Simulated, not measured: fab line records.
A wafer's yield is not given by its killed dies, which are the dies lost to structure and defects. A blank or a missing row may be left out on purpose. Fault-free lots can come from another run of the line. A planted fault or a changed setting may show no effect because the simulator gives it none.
fab line records | flow n5Finfet
record: lots: 24 wafers: 72 lastDay: 17
route steps=1938 shown BEOL_M12@1612 BEOL_M13@1691 BEOL_M14@1728
lots with no fault: from the same line, run without faults
startH: hours from the record's opening day to when the first of the lot's shown wafers began | waitH: hours since the lot's step before | " repeats the value in the row above | L1.1+2: a row that stands for several wafers | - no value, or no start was given | * or withheld: withheld | < > ~ a bound
route shown NAME@n: names a module that has steps shown in the file, with the first one's number in the route | usual: mean/standard deviation of fault-free wafers | same: alike in all rows | chamber/n: place in a boat | sites: the reading at each site | _std_site: the standard deviation of these | _edge_site: outer sites' mean less inner sites' | radiusMm: how far each site lies from the wafer's centre | mask NAME#n: copy n | behind: the most recent tool/chamber to have shaped the wafer | hold: what put the lot on hold/how long, in hours/how the hold closed | device: names the non-switching transistor (n, p or np) | end of line: at the end of the route, the tests of the same wafers | step lacking rows: just its recipe | killed: dies lost to structure and defects at the first sort, not the wafer's yield | map: per-die view of a wafer (x killed, . not killed, _ where there is no die)
set.NAME: the setting that was run; set.NAME@STEP: the one run at that earlier step | model.NAME: the simulator's own value behind a step, which no gauge read
a sample of lots followed through the steps of the route, with each step as a table and each wafer as a row
services: the hour from which a tool's chamber was out of use, counted from the record's first day as startH (under 0 if before that day), plus the number of hours and why
== steps ==
step: N5_BEOL_M12_CD_MEAS_10
recipe: targetCdNm: 140 landingEnergyEv: 500 detector: seInlens polarity: opening
usual: cdNm: 139.7/1.7
columns lot.wafer tool chamber startH waitH cdNm
L074.2 cdSem-02 0 219.09 - 140.9
L074.3 " 0 " " 142.3
L074.5 " 0 " " 141.8
L076.1 cdSem-02 0 235.42 - 140.1
L076.4 " 0 " " 138.8
L076.6 " 0 " " 140.3
L075.1 cdSem-02 0 236.89 - 141.8
L075.3 " 0 " " 139.9
L075.5 " 0 " " 140.4
L079.1 cdSem-03 0 244.72 - 140.1
L079.2 " 0 " " 137.7
L079.5 " 0 " " 141.3
L077.2 cdSem-02 0 244.88 - 140.7
L077.5 " 0 " " 140.9
L077.6 " 0 " " 137.9
L078.1 cdSem-02 0 245.30 - 140.9
L078.2 " 0 " " 141.5
L078.4 " 0 " " 139.0
L081.2 cdSem-03 0 262.14 - 138.8
L081.4 " 0 " " 139.1
L081.5 " 0 " " 138.6
L080.2 cdSem-02 0 269.14 - 143.0
L080.3 " 0 " " 143.3
L080.4 " 0 " " 140.7
L082.1 cdSem-03 0 271.14 - 137.9
L082.3 " 0 " " 138.9
L082.6 " 0 " " 135.9
L084.2 cdSem-01 0 286.80 - 141.2
L084.5 " 0 " " 138.8
L084.6 " 0 " " 139.8
L083.1 cdSem-01 0 290.20 - 138.7
L083.2 " 0 " " 138.4
L083.3 " 0 " " 139.6
L085.1 cdSem-02 0 292.23 - 138.1
L085.4 " 0 " " 140.9
L085.5 " 0 " " 140.3
L086.2 cdSem-02 0 297.91 - 140.1
L086.4 " 0 " " 140.5
L086.6 " 0 " " 137.4
L088.1 cdSem-02 0 315.40 - 138.9
L088.2 " 0 " " 137.0
L088.4 " 0 " " 138.7
L087.1 cdSem-01 0 315.95 - 141.3
L087.3 " 0 " " 141.7
L087.5 " 0 " " 142.8
L089.2 cdSem-03 0 327.20 - 141.0
L089.3 " 0 " " 139.1
L089.5 " 0 " " 137.6
L091.3 cdSem-02 0 328.87 - 138.4
L091.4 " 0 " " 137.9
L091.6 " 0 " " 140.1
L093.4 cdSem-01 0 331.77 - 139.4
L093.5 " 0 " " 138.3
L093.6 " 0 " " 142.3
L090.2 cdSem-01 0 331.80 - 137.8
L090.3 " 0 " " 138.3
L090.4 " 0 " " 138.2
L092.1 cdSem-02 0 335.32 - 139.5
L092.2 " 0 " " 141.9
L092.5 " 0 " " 142.5
L094.2 cdSem-02 0 349.36 - 135.9
L094.3 " 0 " " 138.7
L094.4 " 0 " " 136.7
L095.1 cdSem-01 0 359.67 - 140.5
L095.4 " 0 " " 141.5
L095.5 " 0 " " 141.8
L096.1 cdSem-01 0 360.44 - 138.5
L096.2 " 0 " " 137.4
L096.6 " 0 " " 138.6
L097.1 cdSem-02 0 366.21 - 139.1
L097.3 " 0 " " 139.3
L097.5 " 0 " " 138.8
step: N5_BEOL_M12_ETCH_59
recipe: chemistry: N2/H2 target: BARC targetDepthA: 890 overetchA: 267 timeS: 67.9 ionEnergyEv: 200 pressureMtorr: 30 sourceW: 840 biasW: 150 n2FlowSccm: 200 h2FlowSccm: 200
usual: drypumpMotorCurrentA: 5.6/0.51 oesProductAu: 0.68/0.067 rfFwdPowerW: 832/3.9 rfVppV: 524.2/2.6 showerheadPlenumPTorr: 2.55/0.093 throttleValvePct: 17.91/0.25
columns lot.wafer tool chamber startH waitH drypumpMotorCurrentA oesProductAu rfFwdPowerW rfHoursCounterH rfVppV showerheadPlenumPTorr throttleValvePct
L074.2 rieDiel-03 3 219.23 0.0 5.8 0.77 832 29 524.5 2.58 17.77
L074.3 " 3 " " 5.8 0.78 834 - 524.4 2.58 17.75
L074.5 " 3 " " 5.8 0.77 827 - 524.8 2.58 17.76
L076.1 rieDiel-01 2 235.54 0.0 5.1 0.66 834 132 526.6 2.66 18.25
L076.4 " 1 " " 5.8 0.78 833 26 521.7 2.49 17.77
L076.6 " 2 " " 5.1 0.66 834 - 525.9 2.66 18.25
L075.1 rieDiel-03 1 237.02 0.0 4.9 0.67 833 114 521.9 2.45 17.47
L075.3 " 3 " " 5.8 0.76 828 36 524.4 2.58 17.77
L075.5 " 2 " " 5.8 0.59 835 - 521.1 2.40 18.08
L079.1 rieDiel-06 1 244.84 0.0 5.4 0.66 836 125 525.6 2.54 17.79
L079.2 " 2 " " 5.2 0.66 830 133 521.8 2.46 18.12
L079.5 " 1 " " 5.4 0.66 832 - 523.5 2.54 17.82
L077.2 rieDiel-01 2 245.00 0.0 5.1 0.65 827 135 526.9 2.66 18.25
L077.5 " 3 " " 6.5 0.70 829 - 527.9 2.68 17.60
L077.6 " 0 " " 5.6 0.61 834 - 523.9 2.49 18.06
L078.1 rieDiel-01 0 245.42 0.0 5.7 0.61 837 234 524.2 2.49 18.07
L078.2 " 3 " " 6.5 0.70 831 74 528.2 2.68 17.61
L078.4 " 2 " " 5.1 0.66 827 135 525.4 2.66 18.25
L081.2 rieDiel-01 3 262.27 0.0 6.5 0.70 825 80 529.3 2.68 17.63
L081.4 " 0 " " 5.6 0.61 840 239 524.0 2.49 18.06
L081.5 " 1 " " 5.8 0.76 836 - 522.4 2.48 17.76
L080.2 rieDiel-01 0 269.41 0.0 5.6 0.60 833 242 523.6 2.49 18.07
L080.3 " 3 " " 6.5 0.70 825 82 528.3 2.68 17.62
L080.4 " 2 " " 5.1 0.65 830 143 527.1 2.66 18.26
L082.1 rieDiel-03 1 271.26 0.0 4.8 0.66 834 128 522.1 2.44 17.50
L082.3 " 0 " " 6.2 0.58 838 251 524.4 2.61 18.23
L082.6 " 2 " " 5.7 0.58 830 - 520.2 2.40 18.10
L084.2 rieDiel-01 3 287.10 0.0 6.5 0.69 826 87 528.2 2.68 17.63
L084.5 " 2 " " 5.1 0.65 824 - 527.7 2.66 18.26
L084.6 " 1 " " 5.8 0.74 838 - 522.3 2.48 17.78
L083.1 rieDiel-06 1 290.54 0.0 5.4 0.65 831 139 525.1 2.53 17.83
L083.2 " 0 " " 5.1 0.60 830 227 525.3 2.62 18.31
L083.3 " 3 " " 4.9 0.67 832 118 522.3 2.46 17.83
L085.1 rieDiel-03 3 292.36 0.0 5.8 0.73 827 57 523.7 2.57 17.82
L085.4 " 1 " " 4.8 0.66 830 - 522.0 2.44 17.51
L085.5 " 2 " " 5.8 0.58 836 - 518.5 2.39 18.12
L086.2 rieDiel-06 0 298.03 0.0 5.0 0.60 828 229 526.9 2.62 18.31
L086.4 " 3 " " 4.9 0.67 835 120 522.4 2.46 17.83
L086.6 " 3 " " 4.9 0.66 832 - 521.2 2.46 17.82
L088.1 rieDiel-03 0 315.54 0.0 6.3 0.80 833 9 525.5 2.61 17.83
L088.2 " 3 " " 5.8 0.72 829 67 524.6 2.56 17.82
L088.4 " 3 " " 5.8 0.72 833 - 523.6 2.56 17.84
L087.1 rieDiel-01 3 316.08 0.0 6.5 0.67 829 98 528.2 2.67 17.64
L087.3 " 2 " " 5.1 0.64 826 159 527.2 2.65 18.27
L087.5 " 2 " " 5.1 0.64 829 - 527.2 2.65 18.30
L089.2 rieDiel-01 1 327.36 0.0 5.7 0.73 839 57 521.1 2.48 17.80
L089.3 " 2 " " 5.1 0.63 824 163 527.1 2.65 18.30
L089.5 " 2 " " 5.1 0.64 826 - 526.9 2.65 18.30
L091.3 rieDiel-06 0 329.45 0.0 5.1 0.59 829 240 525.5 2.61 18.32
L091.4 " 1 " " 5.4 0.64 834 154 524.7 2.53 17.86
L091.6 " 1 " " 5.4 0.64 833 - 524.1 2.53 17.85
L093.4 rieDiel-03 1 331.89 0.0 4.9 0.64 832 152 520.4 2.43 17.55
L093.5 " 1 " " 4.8 0.65 835 - 521.6 2.43 17.53
L093.6 " 0 " " 6.3 0.78 833 - 524.1 2.61 17.84
L090.2 rieDiel-06 3 332.22 0.0 4.9 0.65 835 133 521.5 2.46 17.86
L090.3 " 2 " " 5.2 0.63 834 169 522.0 2.44 18.19
L090.4 " 1 " " 5.4 0.64 835 155 524.0 2.53 17.86
L092.1 rieDiel-01 0 335.44 0.0 5.6 0.83 835 6 521.4 2.49 17.70
L092.2 " 3 " " 6.5 0.67 827 104 527.6 2.67 17.66
L092.5 " 0 " " 5.6 0.83 832 - 522.5 2.48 17.71
L094.2 rieDiel-01 2 349.82 0.0 5.2 0.63 826 171 525.4 2.65 18.30
L094.3 " 0 " " 5.6 0.82 834 11 523.5 2.48 17.70
L094.4 " 1 " " 5.8 0.72 834 65 522.8 2.47 17.81
L095.1 rieDiel-01 0 359.98 0.0 5.6 0.80 834 14 521.9 2.48 17.71
L095.4 " 2 " " 5.1 0.63 827 175 526.8 2.64 18.32
L095.5 " 2 " " 5.1 0.63 830 - 527.2 2.64 18.31
L096.1 rieDiel-03 3 360.57 0.0 5.8 0.71 823 83 523.4 2.56 17.85
L096.2 " 2 " " 5.8 0.76 833 15 529.0 2.71 17.68
L096.6 " 2 " " 5.8 0.77 835 - 527.9 2.71 17.68
L097.1 rieDiel-01 1 366.33 0.0 5.7 0.71 839 71 521.7 2.47 17.83
L097.3 " 0 " " 5.6 0.80 836 16 522.8 2.48 17.71
L097.5 " 0 " " 5.6 0.79 834 - 522.5 2.48 17.74
step: N5_BEOL_M13_INSPECT_30
recipe: mode: adi inspectInstrument: macro
usual: rawDefectCount: 1.9/1.4
columns lot.wafer tool chamber startH waitH rawDefectCount
L074.2 defectInspect-02 - 226.35 0.0 2
L074.3 " - " " 3
L074.5 " - " " 3
L076.1 defectInspect-02 - 242.62 0.0 3
L076.4 " - " " 1
L076.6 " - " " 0
L075.1 defectInspect-02 - 242.89 0.0 2
L075.3 " - " " 2
L075.5 " - " " 3
L079.1 defectInspect-02 - 250.13 0.0 0
L079.2 " - " " 3
L079.5 " - " " 6
L077.2 defectInspect-02 - 250.83 0.0 1
L077.5 " - " " 1
L077.6 " - " " 3
L078.1 defectInspect-01 - 252.43 0.0 2
L078.2 " - " " 1
L078.4 " - " " 2
L081.2 defectInspect-02 - 268.39 0.0 2
L081.4 " - " " 2
L081.5 " - " " 5
L080.2 defectInspect-01 - 276.47 0.0 0
L080.3 " - " " 1
L080.4 " - " " 0
L082.1 defectInspect-02 - 276.73 0.0 1
L082.3 " - " " 3
L082.6 " - " " 2
L084.2 defectInspect-02 - 293.56 0.2 7
L084.5 " - " " 2
L084.6 " - " " 0
L083.1 defectInspect-01 - 295.19 0.0 2
L083.2 " - " " 2
L083.3 " - " " 2
L085.1 defectInspect-02 - 302.91 0.0 2
L085.4 " - " " 1
L085.5 " - " " 1
L086.2 defectInspect-02 - 304.00 0.0 1
L086.4 " - " " 0
L086.6 " - " " 1
L088.1 defectInspect-02 - 323.18 0.0 3
L088.2 " - " " 0
L088.4 " - " " 1
L087.1 defectInspect-01 - 323.97 0.0 1
L087.3 " - " " 1
L087.5 " - " " 2
L089.2 defectInspect-02 - 334.59 0.0 1
L089.3 " - " " 4
L089.5 " - " " 1
L091.3 defectInspect-02 - 335.41 0.0 1
L091.4 " - " " 4
L091.6 " - " " 2
L093.4 defectInspect-01 - 336.77 0.0 2
L093.5 " - " " 3
L093.6 " - " " 1
L090.2 defectInspect-02 - 343.04 0.0 3
L090.3 " - " " 2
L090.4 " - " " 3
L092.1 defectInspect-02 - 343.41 0.0 1
L092.2 " - " " 1
L092.5 " - " " 4
L094.2 defectInspect-02 - 357.38 0.0 3
L094.3 " - " " 0
L094.4 " - " " 1
L095.1 defectInspect-01 - 365.83 0.0 4
L095.4 " - " " 4
L095.5 " - " " 6
L096.1 defectInspect-01 - 366.11 0.0 4
L096.2 " - " " 2
L096.6 " - " " 3
L097.1 defectInspect-01 - 371.88 0.0 0
L097.3 " - " " 1
L097.5 " - " " 1
step: N5_BEOL_M13_PRE_CLEAN_42
recipe: gas: H2/He timeS: 30 tempC: 250
usual: heaterPowerW: 350/55
columns lot.wafer tool chamber startH waitH heaterPowerW
L074.2 pvdSputter-02 - 227.85 0.0 409
L074.3 " - " " 397
L074.5 " - " " 414
L076.1 pvdSputter-01 - 243.82 0.0 326
L076.4 " - " " 266
L076.6 " - " " 332
L075.1 pvdSputter-01 - 244.31 0.0 333
L075.3 " - " " 261
L075.5 " - " " 266
L079.1 pvdSputter-02 - 252.54 0.0 398
L079.2 " - " " 419
L079.5 " - " " 411
L077.2 pvdSputter-02 - 252.90 0.0 409
L077.5 " - " " 408
L077.6 " - " " 334
L078.1 pvdSputter-01 - 254.49 0.0 328
L078.2 " - " " 339
L078.4 " - " " 258
L081.2 pvdSputter-03 - 270.50 0.0 404
L081.4 " - " " 349
L081.5 " - " " 323
L080.2 pvdSputter-01 - 278.16 0.0 260
L080.3 " - " " 335
L080.4 " - " " 427
L082.1 pvdSputter-01 - 284.06 0.0 257
L082.3 " - " " 324
L082.6 " - " " 345
L084.2 pvdSputter-03 - 300.14 0.0 395
L084.5 " - " " 309
L084.6 " - " " 406
L083.1 pvdSputter-01 - 301.18 0.0 262
L083.2 " - " " 337
L083.3 " - " " 326
L085.1 pvdSputter-02 - 305.38 0.0 329
L085.4 " - " " 405
L085.5 " - " " 323
L086.2 pvdSputter-03 - 305.68 0.0 362
L086.4 " - " " 407
L086.6 " - " " 367
L088.1 pvdSputter-01 - 325.32 0.0 343
L088.2 " - " " 330
L088.4 " - " " 328
L087.1 pvdSputter-02 - 325.42 0.0 318
L087.3 " - " " 404
L087.5 " - " " 318
L089.2 pvdSputter-02 - 338.60 0.0 321
L089.3 " - " " 400
L089.5 " - " " 414
L091.3 pvdSputter-02 - 338.92 0.0 407
L091.4 " - " " 324
L091.6 " - " " 330
L093.4 pvdSputter-01 - 339.57 0.0 254
L093.5 " - " " 326
L093.6 " - " " 263
L090.2 pvdSputter-01 - 344.04 0.0 263
L090.3 " - " " 337
L090.4 " - " " 335
L092.1 pvdSputter-01 - 346.82 0.0 342
L092.2 " - " " 327
L092.5 " - " " 326
L094.2 pvdSputter-01 - 360.54 0.0 255
L094.3 " - " " 334
L094.4 " - " " 436
L096.1 pvdSputter-01 - 368.12 0.0 438
L096.2 " - " " 261
L096.6 " - " " 321
L095.1 pvdSputter-01 - 369.16 0.0 337
L095.4 " - " " 265
L095.5 " - " " 437
L097.1 pvdSputter-02 - 375.21 0.0 314
L097.3 " - " " 413
L097.5 " - " " 319
step: N5_BEOL_M14_INSPECT_12
recipe: mode: adi inspectInstrument: macro
usual: rawDefectCount: 2.1/1.4
columns lot.wafer tool chamber startH waitH rawDefectCount
L074.2 defectInspect-01 - 229.67 0.0 3
L074.3 " - " " 3
L074.5 " - " " 1
L076.1 defectInspect-01 - 246.22 0.0 1
L076.4 " - " " 5
L076.6 " - " " 2
L075.1 defectInspect-01 - 246.60 0.0 1
L075.3 " - " " 2
L075.5 " - " " 3
L079.1 defectInspect-02 - 254.48 0.0 3
L079.2 " - " " 3
L079.5 " - " " 3
L077.2 defectInspect-01 - 254.84 0.0 2
L077.5 " - " " 1
L077.6 " - " " 2
L078.1 defectInspect-02 - 256.44 0.0 5
L078.2 " - " " 2
L078.4 " - " " 4
L081.2 defectInspect-02 - 272.45 0.0 4
L081.4 " - " " 2
L081.5 " - " " 3
L080.2 defectInspect-02 - 279.98 0.0 4
L080.3 " - " " 1
L080.4 " - " " 5
L082.1 defectInspect-02 - 286.00 0.0 0
L082.3 " - " " 2
L082.6 " - " " 2
L084.2 defectInspect-01 - 302.10 0.0 0
L084.5 " - " " 0
L084.6 " - " " 2
L083.1 defectInspect-02 - 303.13 0.0 3
L083.2 " - " " 2
L083.3 " - " " 3
L085.1 defectInspect-01 - 307.43 0.0 2
L085.4 " - " " 0
L085.5 " - " " 3
L086.2 defectInspect-02 - 307.50 0.0 1
L086.4 " - " " 2
L086.6 " - " " 4
L088.1 defectInspect-02 - 327.14 0.0 4
L088.2 " - " " 2
L088.4 " - " " 2
L087.1 defectInspect-02 - 327.41 0.0 1
L087.3 " - " " 2
L087.5 " - " " 2
L089.2 defectInspect-02 - 340.43 0.0 0
L089.3 " - " " 1
L089.5 " - " " 1
L091.3 defectInspect-02 - 340.86 0.0 2
L091.4 " - " " 3
L091.6 " - " " 2
L093.4 defectInspect-02 - 341.70 0.0 3
L093.5 " - " " 3
L093.6 " - " " 1
L090.2 defectInspect-02 - 346.66 0.0 3
L090.3 " - " " 3
L090.4 " - " " 0
L092.1 defectInspect-01 - 349.13 0.0 1
L092.2 " - " " 2
L092.5 " - " " 3
L094.2 defectInspect-02 - 362.77 0.0 4
L094.3 " - " " 1
L094.4 " - " " 1
L096.1 defectInspect-02 - 370.07 0.0 1
L096.2 " - " " 1
L096.6 " - " " 2
L095.1 defectInspect-01 - 371.21 0.0 3
L095.4 " - " " 0
L095.5 " - " " 1
L097.1 defectInspect-01 - 377.14 0.0 0
L097.3 " - " " 0
L097.5 " - " " 0
step: N5_BEOL_M14_SPUTTER_43
recipe: material: TaN targetThkA: 150 tempC: 50 biasV: 168.6 powerW: 15000 chamberPressurePa: 0.12 timeS: 24.19
usual: substrateTempC: 49.98/0.11 throttleValvePct: 30.6/0.87
columns lot.wafer tool chamber startH waitH substrateTempC throttleValvePct
L074.2 pvdSputter-02 - 233.23 0.0 49.89 30.8
L074.3 " - " " 50.15 31.3
L074.5 " - " " 50.00 31.6
L076.1 pvdSputter-02 - 250.12 0.0 49.83 30.5
L076.4 " - " " 50.00 31.4
L076.6 " - " " 49.76 30.4
L075.1 pvdSputter-03 - 250.16 0.0 50.25 31.4
L075.3 " - " " 49.89 29.5
L075.5 " - " " 49.69 29.7
L079.1 pvdSputter-02 - 259.97 0.0 50.02 31.0
L079.2 " - " " 49.86 29.7
L079.5 " - " " 50.13 30.8
L077.2 pvdSputter-01 - 260.73 0.0 50.00 31.5
L077.5 " - " " 50.02 32.0
L077.6 " - " " 50.06 30.2
L078.1 pvdSputter-01 - 263.71 0.0 50.00 30.6
L078.2 " - " " 50.08 31.4
L078.4 " - " " 50.01 30.0
L081.2 pvdSputter-01 - 277.88 0.0 50.08 30.5
L081.4 " - " " 49.87 30.2
L081.5 " - " " 49.86 32.3
L080.2 pvdSputter-03 - 283.86 0.0 49.92 29.6
L080.3 " - " " 49.90 29.8
L080.4 " - " " 50.11 31.6
L082.1 pvdSputter-02 - 289.70 0.0 49.97 29.7
L082.3 " - " " 49.94 30.7
L082.6 " - " " 49.97 30.0
L084.2 pvdSputter-02 - 306.02 0.0 49.98 29.6
L084.5 " - " " 49.92 31.6
L084.6 " - " " 49.91 29.6
L083.1 pvdSputter-03 - 312.43 0.0 50.09 29.6
L083.2 " - " " 50.34 29.4
L083.3 " - " " 49.93 29.7
L086.2 pvdSputter-03 - 313.13 0.0 50.04 29.6
L086.4 " - " " 49.86 29.6
L086.6 " - " " 49.98 29.2
L085.1 pvdSputter-02 - 313.21 0.0 50.09 30.7
L085.4 " - " " 49.87 29.9
L085.5 " - " " 50.10 31.6
L088.1 pvdSputter-02 - 331.25 0.0 50.05 31.6
L088.2 " - " " 49.93 29.7
L088.4 " - " " 49.85 30.0
L087.1 pvdSputter-01 - 331.53 0.0 50.01 30.4
L087.3 " - " " 50.04 30.5
L087.5 " - " " 50.19 32.0
L089.2 pvdSputter-02 - 343.38 0.0 49.91 31.6
L089.3 " - " " 49.95 29.9
L089.5 " - " " 50.08 29.8
L091.3 pvdSputter-01 - 343.41 0.0 49.87 30.3
L091.4 " - " " 49.93 31.1
L091.6 " - " " 49.97 30.3
L093.4 pvdSputter-01 - 346.54 0.0 49.86 31.6
L093.5 " - " " 49.89 31.3
L093.6 " - " " 49.94 30.2
L090.2 pvdSputter-01 - 350.12 0.0 49.97 32.0
L090.3 " - " " 50.00 30.4
L090.4 " - " " 49.74 31.5
L092.1 pvdSputter-02 - 353.66 0.0 50.19 29.8
L092.2 " - " " 50.07 30.9
L092.5 " - " " 50.11 29.7
L094.2 pvdSputter-01 - 365.00 0.0 49.98 31.4
L094.3 " - " " 50.05 30.4
L094.4 " - " " 49.84 32.1
L096.1 pvdSputter-02 - 372.09 0.0 50.08 30.7
L096.2 " - " " 49.92 31.6
L096.6 " - " " 49.91 31.5
L095.1 pvdSputter-03 - 375.04 0.0 50.11 29.6
L095.4 " - " " 49.93 29.7
L095.5 " - " " 49.86 29.3
L097.1 pvdSputter-01 - 382.72 0.0 49.93 31.4
L097.3 " - " " 49.95 32.1
L097.5 " - " " 49.81 30.2
== services ==
columns tool chamber startH hours kind
rieDiel-03 1 213.27 14.2 repair
rieDiel-03 0 218.88 6.2 repair
rieDiel-06 1 254.91 6.7 repair
rieDiel-06 3 258.08 2.7 repair
rieDiel-03 0 272.04 - clean
rieDiel-03 0 272.04 - consumableReplace:focusRing
rieDiel-03 0 272.04 22.2 scheduledDown
rieDiel-03 0 272.04 22.2 ventCycle
pvdSputter-03 - 278.15 5.5 repair
rieDiel-03 2 294.28 - clean
rieDiel-03 2 294.28 - consumableReplace:focusRing
rieDiel-03 2 294.28 - consumableReplace:showerhead
rieDiel-03 2 294.28 25.3 scheduledDown
rieDiel-03 2 294.28 25.3 ventCycle
pvdSputter-02 - 294.67 5.9 repair
rieDiel-01 0 299.89 - clean
rieDiel-01 0 299.89 - consumableReplace:focusRing
rieDiel-01 0 299.89 15.7 scheduledDown
rieDiel-01 0 299.89 15.7 ventCycle
pvdSputter-01 - 310.24 2.1 repair
rieDiel-06 2 336.84 9.5 repair
rieDiel-06 0 353.07 - clean
rieDiel-06 0 353.07 - consumableReplace:focusRing
rieDiel-01 - 354.60 0.3 repair
== key ==
fault none
